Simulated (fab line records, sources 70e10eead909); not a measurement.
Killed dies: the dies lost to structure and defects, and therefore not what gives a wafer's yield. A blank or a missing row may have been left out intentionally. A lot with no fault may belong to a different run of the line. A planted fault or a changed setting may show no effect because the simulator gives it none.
fab line records | flow nand-harc
record lots=12 wafers=36 last-day=33
route steps=1302 shown A_CHANNEL_HOLE_D2@587 END@1302
lots that met no fault: taken from a fault-free run of the same line
start-h: hours from the record's first day to the start of the lot's first wafer shown | wait-h: hours from the lot's prior step to this one | " repeats the value in the row above | L1.1+2: a row that stands for several wafers | - no value, or no start given | * or withheld: withheld | < > ~ a bound
route shown NAME@n: NAME is a module with steps in the file, n the number in the route of the first one | usual: the fault-free wafers' mean and standard deviation | same: alike in all rows | chamber/n: place in a boat | sites: readings site by site | _std_site: the standard deviation of these | _edge_site: inner sites' mean taken away from outer sites' mean | radius-mm: how far each site lies from the wafer's centre | mask NAME#n: copy n | behind: the last tool/chamber to shape the wafer | hold: cause of the lot's hold/its duration in hours/its outcome | device: which transistor (n, p or np) failed to switch | end of line: the tests these same wafers got at the end of their route | a step given without rows: its recipe and nothing more | killed: at the first sort, the dies lost to defects and structure; wafer yield is something else | map: a wafer's dies, marking killed ones x, the rest . and places with no die _
set.NAME: the run value of the setting; set.NAME@STEP: its run value at that earlier step | model.NAME: the simulator's own value behind a step, which no gauge read
route steps across a sampled set of lots; one table per step, one row per wafer
services: from which hour (start-h, from the record's first day; less than 0 if before it) a tool's chamber was out of use, for how many hours, and why
## steps
# step NHARC_A_CHANNEL_HOLE_D2_ETCH_39
# recipe target-depth-a=2600 over-etch-frac=0.3 time-s=325 ion-energy-ev=200 n2-flow-sccm=150 h2-flow-sccm=150 ar-flow-sccm=0 rf-w=400 bias-w=150 chemistry=N2/H2
# usual drypump-motor-current-A=5.9/0.56 oes-product-au=1.001/0.011 rf-vpp-V=430.3/2.4 showerhead-plenum-p-Torr=2.03/0.078 throttle-valve-pct=14.170/0.0081
# columns lot.wafer tool chamber start-h wait-h drypump-motor-current-A oes-product-au rf-hours-counter-h rf-vpp-V showerhead-plenum-p-Torr throttle-valve-pct
L699.2 rie-diel-09 3 - - 6.0 1.000 8 428.2 1.97 14.165
L699.1 " 0 " " 6.6 0.990 9 427.5 1.92 14.177
L699.5 " 0 " " 6.6 0.986 - 427.3 1.92 14.161
L701.4 rie-diel-09 0 - - 6.6 0.994 10 427.9 1.92 14.169
L701.3 " 1 " " 4.9 1.017 10 434.8 2.13 14.183
L701.5 " 3 " " 6.1 0.995 - 428.1 1.97 14.172
L702.3 rie-diel-12 1 - - 4.9 1.008 3 431.3 2.07 14.151
L702.2 " 0 " " 5.7 1.010 3 433.7 2.11 14.173
L702.5 " 1 " " 4.9 1.025 - 431.3 2.07 14.160
L703.2 rie-diel-09 2 - - 5.8 1.004 0 432.8 2.16 14.162
L703.1 " 3 " " 6.1 0.992 0 429.6 1.97 14.159
L703.5 " 2 " " 5.8 1.003 - 434.0 2.16 14.170
L706.2 rie-diel-09 1 - - 4.9 1.029 1 431.9 2.13 14.176
L706.1 " 2 " " 5.8 1.002 1 433.3 2.17 14.181
L706.3 " 3 " " 6.1 0.995 1 427.6 1.97 14.179
L709.4 rie-diel-09 3 - - 6.1 0.990 4 429.1 1.97 14.172
L709.2 " 1 " " 4.9 1.023 3 432.3 2.13 14.151
L709.6 " 3 " " 6.1 0.990 - 428.6 1.97 14.168
L711.3 rie-diel-01 3 - - 6.4 0.999 1 431.6 2.00 14.156
L711.4 " 0 " " 6.6 0.983 0 431.1 2.03 14.173
L711.6 " 2 " " 5.9 0.998 - 431.3 2.07 14.189
L717.1 rie-diel-12 1 - - 4.9 1.001 0 430.9 2.06 14.167
L717.3 " 2 " " 6.2 1.010 0 430.3 2.01 14.171
L717.6 " 2 " " 6.2 1.008 - 430.3 2.01 14.155
L718.4 rie-diel-12 3 - - 6.2 1.001 1 428.4 1.95 14.180
L718.3 " 0 " " 5.7 1.007 1 433.5 2.11 14.164
L718.5 " 3 " " 6.2 0.998 - 427.0 1.95 14.170
L719.1 rie-diel-12 3 - - 6.2 0.992 2 426.6 1.95 14.177
L719.2 " 1 " " 4.9 1.000 3 432.3 2.06 14.156
L719.5 " 3 " " 6.2 0.995 - 428.8 1.95 14.164
L720.2 rie-diel-01 2 - - 5.9 0.995 7 431.4 2.07 14.173
L720.3 " 3 " " 6.4 1.016 6 429.3 2.00 14.171
L720.5 " 3 " " 6.4 1.010 - 428.9 2.00 14.152
L722.4 rie-diel-12 2 - - 6.2 1.005 4 427.4 2.01 14.170
L722.3 " 3 " " 6.2 0.999 4 428.1 1.95 14.165
L722.6 " 2 " " 6.2 1.005 - 429.2 2.01 14.170
# step NHARC_A_CHANNEL_HOLE_D2_CD_MEAS_18
# usual cd-nm=98.8/2.5
# columns lot.wafer tool chamber start-h wait-h cd-nm
L699.1 cd-sem-01 - 289.69 - 101.8
L699.2 " - " " 100.6
L699.5 " - " " 103.6
L701.3 cd-sem-03 - 308.62 - 97.5
L701.4 " - " " 100.6
L701.5 " - " " 95.5
L702.2 cd-sem-02 - 323.27 - 99.7
L702.3 " - " " 95.6
L702.5 " - " " 93.5
L703.1 cd-sem-02 - 331.62 - 98.6
L703.2 " - " " 102.1
L703.5 " - " " 99.6
L706.1 cd-sem-02 - 348.95 - 100.7
L706.2 " - " " 98.8
L706.3 " - " " 97.3
L709.2 cd-sem-03 - 393.42 - 102.2
L709.4 " - " " 99.3
L709.6 " - " " 99.4
L711.3 cd-sem-02 - 407.80 - 99.5
L711.4 " - " " 99.7
L711.6 " - " " 100.0
L717.1 cd-sem-02 - 461.78 - 95.4
L717.3 " - " " 101.4
L717.6 " - " " 97.6
L718.3 cd-sem-03 - 481.21 - 99.6
L718.4 " - " " 100.7
L718.5 " - " " 99.8
L719.1 cd-sem-01 - 496.41 - 100.9
L719.2 " - " " 91.2
L719.5 " - " " 96.1
L720.2 cd-sem-01 - 505.54 - 97.0
L720.3 " - " " 97.6
L720.5 " - " " 101.8
L722.3 cd-sem-01 - 529.49 - 96.7
L722.4 " - " " 100.4
L722.6 " - " " 98.2
# step NHARC_A_CHANNEL_HOLE_D2_ETCH_24
# recipe bias-v=5000 source-w=withheld pressure-mtorr=20 time-s=906.2 ar-flow-sccm=375 c4f8-flow-sccm=93.8 o2-flow-sccm=31.2 temp-c=-20 target-depth-a=15000 chemistry=C4F8/O2/Ar
# usual drypump-motor-current-A=5.5/0.45 showerhead-plenum-p-Torr=3.66/0.12 throttle-valve-pct=32.237/0.0096
# columns lot.wafer tool chamber start-h wait-h drypump-motor-current-A rf-hours-counter-h showerhead-plenum-p-Torr throttle-valve-pct
L699.1 har-etch-01 1 291.90 0.6 6.0 158 3.58 32.224
L699.2 " 0 " " 4.8 158 3.69 32.242
L699.5 " 0 " " 4.8 - 3.69 32.247
L701.3 har-etch-02 0 311.07 0.6 5.5 - 3.54 32.242
L701.4 " 1 " " 5.5 - 3.72 32.245
L701.5 " 1 " " 5.4 - 3.72 32.240
L702.2 har-etch-01 1 325.60 0.6 6.0 173 3.58 32.233
L702.3 " 1 " " 6.1 - 3.58 32.228
L702.5 " 0 " " 4.8 - 3.68 32.251
L703.2 har-etch-01 1 336.02 0.6 6.0 181 3.57 32.252
L703.1 " 0 " " 4.8 181 3.68 32.242
L703.5 " 1 " " 6.0 - 3.57 32.234
L706.1 har-etch-02 0 351.15 0.6 5.6 385 3.53 32.232
L706.2 " 1 " " 5.5 400 3.70 32.237
L706.3 " 1 " " 5.5 - 3.70 32.249
L709.2 har-etch-02 0 397.13 0.6 5.5 2 3.93 32.251
L709.4 " 0 " " 5.5 - 3.93 32.224
L709.6 " 0 " " 5.6 - 3.93 32.234
L711.4 har-etch-02 0 410.26 0.6 5.6 - 3.92 32.238
L711.3 " 1 " " 5.5 - 3.69 32.244
L711.6 " 0 " " 5.6 - 3.92 32.246
L717.1 har-etch-01 1 466.58 0.6 6.1 260 3.53 32.258
L717.3 " 1 " " 6.1 - 3.53 32.231
L717.6 " 0 " " 4.8 - 3.64 32.246
L718.4 har-etch-01 0 483.66 0.6 4.8 - 3.63 32.252
L718.3 " 1 " " 6.0 - 3.52 32.242
L718.5 " 1 " " 6.0 - 3.52 32.233
L719.2 har-etch-01 1 498.62 0.6 6.0 279 3.52 32.233
L719.1 " 0 " " 4.8 279 3.63 32.243
L719.5 " 0 " " 4.8 - 3.63 32.234
L720.2 har-etch-02 0 508.86 0.6 5.6 67 3.89 32.218
L720.3 " 1 " " 5.5 - 3.66 32.243
L720.5 " 1 " " 5.5 - 3.66 32.214
L722.4 har-etch-02 1 531.96 0.6 5.5 - 3.65 32.238
L722.3 " 0 " " 5.6 - 3.88 32.253
L722.6 " 1 " " 5.5 - 3.65 32.239
# step NHARC_A_CHANNEL_HOLE_D2_ETCH_26
# recipe bias-v=300 source-w=2000 pressure-mtorr=30 time-s=224.1 ar-flow-sccm=375 c4f8-flow-sccm=11.4 o2-flow-sccm=113.6 temp-c=-20 target-depth-a=3000 chemistry=C4F8/O2/Ar
# usual drypump-motor-current-A=5.5/0.45 showerhead-plenum-p-Torr=3.71/0.13 throttle-valve-pct=24.584/0.0085
# columns lot.wafer tool chamber start-h wait-h drypump-motor-current-A rf-hours-counter-h showerhead-plenum-p-Torr throttle-valve-pct
L699.1 har-etch-01 1 293.56 0.7 6.0 160 3.63 24.574
L699.2 " 0 " " 4.8 160 3.74 24.591
L699.5 " 0 " " 4.8 - 3.74 24.587
L701.3 har-etch-02 0 312.54 0.5 5.6 - 3.58 24.579
L701.4 " 1 " " 5.5 - 3.77 24.576
L701.5 " 1 " " 5.5 - 3.77 24.570
L702.2 har-etch-01 1 327.14 0.6 6.0 174 3.62 24.592
L702.3 " 1 " " 6.0 - 3.62 24.586
L702.5 " 0 " " 4.8 - 3.73 24.587
L703.2 har-etch-01 1 337.66 0.7 6.0 182 3.61 24.582
L703.1 " 0 " " 4.8 182 3.73 24.577
L703.5 " 1 " " 6.0 - 3.61 24.583
L706.1 har-etch-02 0 352.80 0.7 5.6 387 3.57 24.574
L706.2 " 1 " " 5.5 402 3.75 24.579
L706.3 " 1 " " 5.5 - 3.75 24.592
L709.2 har-etch-02 0 398.68 0.6 5.6 4 3.99 24.568
L709.4 " 0 " " 5.5 - 3.99 24.582
L709.6 " 0 " " 5.6 - 3.99 24.590
L711.4 har-etch-02 0 411.72 0.5 5.6 - 3.99 24.581
L711.3 " 1 " " 5.5 - 3.74 24.580
L711.6 " 0 " " 5.5 - 3.99 24.599
L717.1 har-etch-01 1 468.24 0.7 6.1 262 3.57 24.583
L717.3 " 1 " " 6.1 - 3.57 24.586
L717.6 " 0 " " 4.8 - 3.68 24.574
L718.4 har-etch-01 0 485.12 0.5 4.8 - 3.68 24.577
L718.3 " 1 " " 6.1 - 3.56 24.588
L718.5 " 1 " " 6.0 - 3.56 24.591
L719.2 har-etch-01 1 500.26 0.7 6.0 281 3.56 24.595
L719.1 " 0 " " 4.8 281 3.67 24.587
L719.5 " 0 " " 4.8 - 3.67 24.588
L720.2 har-etch-02 0 510.42 0.6 5.6 69 3.95 24.588
L720.3 " 1 " " 5.5 - 3.71 24.589
L720.5 " 1 " " 5.5 - 3.71 24.584
L722.4 har-etch-02 1 533.43 0.5 5.5 - 3.70 24.571
L722.3 " 0 " " 5.6 - 3.94 24.582
L722.6 " 1 " " 5.5 - 3.70 24.598
# step NHARC_A_CHANNEL_HOLE_D2_INSPECT_40
# usual raw-defect-count=289/88
# columns lot.wafer tool chamber start-h wait-h raw-defect-count
L699.1 defect-inspect-02 - 295.50 - 296
L699.2 " - " " 257
L699.5 " - " " 209
L701.3 defect-inspect-02 - 314.45 - 245
L701.4 " - " " 278
L701.5 " - " " 336
L702.2 defect-inspect-02 - 329.05 - 248
L702.3 " - " " 158
L702.5 " - " " 161
L703.1 defect-inspect-01 - 339.60 - 333
L703.2 " - " " 307
L703.5 " - " " 312
L706.1 defect-inspect-01 - 354.72 - 200
L706.2 " - " " 169
L706.3 " - " " 181
L709.2 defect-inspect-02 - 400.61 - 188
L709.4 " - " " 201
L709.6 " - " " 268
L711.3 defect-inspect-02 - 413.57 - 392
L711.4 " - " " 352
L711.6 " - " " 257
L717.1 defect-inspect-01 - 470.18 - 939
L717.3 " - " " 978
L717.6 " - " " 981
L718.3 defect-inspect-01 - 486.99 - 1042
L718.4 " - " " 1004
L718.5 " - " " 1067
L719.1 defect-inspect-01 - 502.19 - 989
L719.2 " - " " 968
L719.5 " - " " 967
L720.2 defect-inspect-01 - 512.31 - 164
L720.3 " - " " 147
L720.5 " - " " 223
L722.3 defect-inspect-02 - 535.29 - 139
L722.4 " - " " 182
L722.6 " - " " 147
# step NHARC_END_SORT_01
# recipe temp-c=25
# usual killed-at-array=57/19 killed-at-other=0.9/1.1 killed-at-periphery=4.0/2.6 killed-dies=62/19 killed-open=3.3/1.8 killed-short=2.4/1.7
# same gross-dies=677
# columns lot.wafer tool chamber start-h wait-h killed-at-array killed-at-other killed-at-periphery killed-dies killed-open killed-short
L717.1 prober-02 0 726.52 2.5 48 2 4 54 2 3
L717.3 prober-02 0 728.14 3.1 96 2 2 100 1 4
L717.6 prober-02 0 730.58 4.1 124 0 4 128 4 2
L718.3 prober-01 0 752.07 3.1 123 1 4 128 3 4
L718.4 prober-01 0 752.86 3.4 145 0 5 150 3 1
L718.5 prober-01 0 753.65 3.7 93 2 6 101 4 2
L719.1 prober-01 0 761.21 2.5 126 3 10 139 4 2
L719.2 prober-01 0 762.01 2.8 89 1 8 98 4 1
L719.5 prober-01 0 764.40 3.7 132 1 2 135 8 2
# killed by level:class
L717.1 A_CHANNEL_HOLE_D2:unspecified=32 A_SLIT:chamber-film-flake=5 A_CONTACT:chamber-film-flake=4 A_CHANNEL_HOLE_D2:chamber-film-flake=3 P_GATE:geometric-particle:open=1 P_CONTACT:geometric-particle:short=1 P_M0:geometric-particle:open=1 A_CHANNEL_FILL_D2:geometric-particle:short=1
L717.3 A_CHANNEL_HOLE_D2:unspecified=39 A_SLIT:chamber-film-flake=31 A_CHANNEL_HOLE_D1:chamber-film-flake=13 A_STAIRCASE:chamber-film-flake=3 A_CONTACT:chamber-film-flake=3 A_WL_FILL:geometric-particle:short=2 P_ZERO_WELL:chamber-film-flake=2 A_CHANNEL_FILL_D1:chamber-film-flake=2
L717.6 A_CHANNEL_HOLE_D2:unspecified=82 A_SLIT:chamber-film-flake=19 A_CHANNEL_HOLE_D2:chamber-film-flake=7 P_ZERO_WELL:chamber-film-flake=4 A_CHANNEL_HOLE_D1:chamber-film-flake=3 A_CONTACT:chamber-film-flake=2 A_M1:chamber-film-flake=2 A_ONON_D1:geometric-particle:short=1
L718.3 A_CHANNEL_HOLE_D2:unspecified=35 A_CHANNEL_HOLE_D1:chamber-film-flake=32 A_SLIT:chamber-film-flake=26 A_CONTACT:chamber-film-flake=4 A_WL_FILL:chamber-film-flake=4 A_DECK1_JOINT:chamber-film-flake=4 A_SGD_CUT:chamber-film-flake=4 A_CHANNEL_HOLE_D2:chamber-film-flake=3
L718.4 A_CHANNEL_HOLE_D2:unspecified=87 A_CHANNEL_HOLE_D1:chamber-film-flake=26 A_SLIT:chamber-film-flake=16 A_CHANNEL_HOLE_D2:chamber-film-flake=5 A_CONTACT:chamber-film-flake=5 P_BONDPAD:chamber-film-flake=3 A_WL_FILL:chamber-film-flake=3 P_M0:geometric-particle:open=1
L718.5 A_CHANNEL_HOLE_D2:unspecified=37 A_CHANNEL_HOLE_D1:chamber-film-flake=28 A_CONTACT:chamber-film-flake=8 P_BONDPAD:chamber-film-flake=4 A_SLIT:chamber-film-flake=4 A_STAIRCASE:chamber-film-flake=4 A_WL_FILL:chamber-film-flake=3 A_CHANNEL_FILL_D1:chamber-film-flake=2
L719.1 A_CHANNEL_HOLE_D2:unspecified=85 A_SLIT:chamber-film-flake=18 A_CONTACT:chamber-film-flake=7 P_CONTACT:chamber-film-flake=6 A_CHANNEL_HOLE_D2:chamber-film-flake=4 A_CHANNEL_FILL_D1:chamber-film-flake=3 THIN_TSV:chamber-film-flake=3 P_BONDPAD:chamber-film-flake=2
L719.2 A_CHANNEL_HOLE_D2:unspecified=33 A_SLIT:chamber-film-flake=30 P_CONTACT:chamber-film-flake=5 A_STAIRCASE:chamber-film-flake=5 A_CONTACT:chamber-film-flake=5 A_CHANNEL_HOLE_D1:chamber-film-flake=4 A_WL_FILL:chamber-film-flake=3 P_BONDPAD:chamber-film-flake=2
L719.5 A_CHANNEL_HOLE_D2:unspecified=83 A_SLIT:chamber-film-flake=16 A_STAIRCASE:chamber-film-flake=6 A_CHANNEL_HOLE_D2:chamber-film-flake=5 A_CHANNEL_HOLE_D1:chamber-film-flake=4 A_WL_FILL:chamber-film-flake=4 A_CONTACT:chamber-film-flake=4 A_CHANNEL_FILL_D1:geometric-particle:open=2
## services
# columns tool chamber start-h hours kind
rie-diel-12 - 268.40 9.0 pm
rie-diel-01 1 283.32 3.1 repair
rie-diel-01 3 291.85 2.0 repair
rie-diel-12 2 318.60 1.7 repair
rie-diel-09 - 320.10 9.0 pm
rie-diel-12 1 344.53 3.6 repair
har-etch-02 - 377.87 17.0 pm
har-etch-02 0 377.87 17.0 vent-cycle
har-etch-02 1 377.87 17.0 vent-cycle
rie-diel-01 - 380.84 9.0 pm
har-etch-02 0 394.87 - clean
har-etch-02 0 394.87 - consumable-replace:esc
har-etch-02 0 394.87 - consumable-replace:focus-ring
rie-diel-09 - 396.65 6.9 repair
rie-diel-09 2 415.70 3.7 repair
rie-diel-12 2 428.09 7.7 repair
rie-diel-12 - 445.40 9.0 pm
rie-diel-12 - 492.39 0.2 repair
rie-diel-09 - 497.10 9.0 pm
rie-diel-01 1 503.60 3.7 repair
rie-diel-09 2 513.10 5.0 repair
rie-diel-09 1 514.81 7.3 repair
rie-diel-09 3 521.04 10.0 repair
rie-diel-01 - 531.81 0.4 repair
## key
first-sign step=NHARC_A_CHANNEL_HOLE_D2_INSPECT_40 reading=raw-defect-count direction=up sigmas=8 usual=289 struck=993
effect step=NHARC_END_SORT_01 reading=killed-dies direction=up sigmas=2.9 usual=62 struck=115 wafers-moved=5
more-kills-born-at NHARC_A_CHANNEL_HOLE_D2_ETCH_24@har-etch-01=341
met-at NHARC_A_CHANNEL_HOLE_D2_ETCH_24
struck-lots L717,L718,L719
tester-left-out L717,L718,L719
not-acting-at NHARC_A_CHANNEL_HOLE_D2_ETCH_39,NHARC_A_CHANNEL_HOLE_D2_CD_MEAS_18,NHARC_A_CHANNEL_HOLE_D2_ETCH_26
onset-between 336.02 466.58
fault kind=chamber-particle-source tool=har-etch-01 chamber=- onset-h=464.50 steps=NHARC_A_CHANNEL_HOLE_D2_ETCH_24 rate-per-visit-cm2=1.0931 end-h=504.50
# tester-left-out: of these lots the tester's yield and bins aren't shown, on N5 and GAA mostly nor the transistor test; their killed dies are dies lost to structure and defects alone, not to doping, threshold or leakage, so they don't give the yield
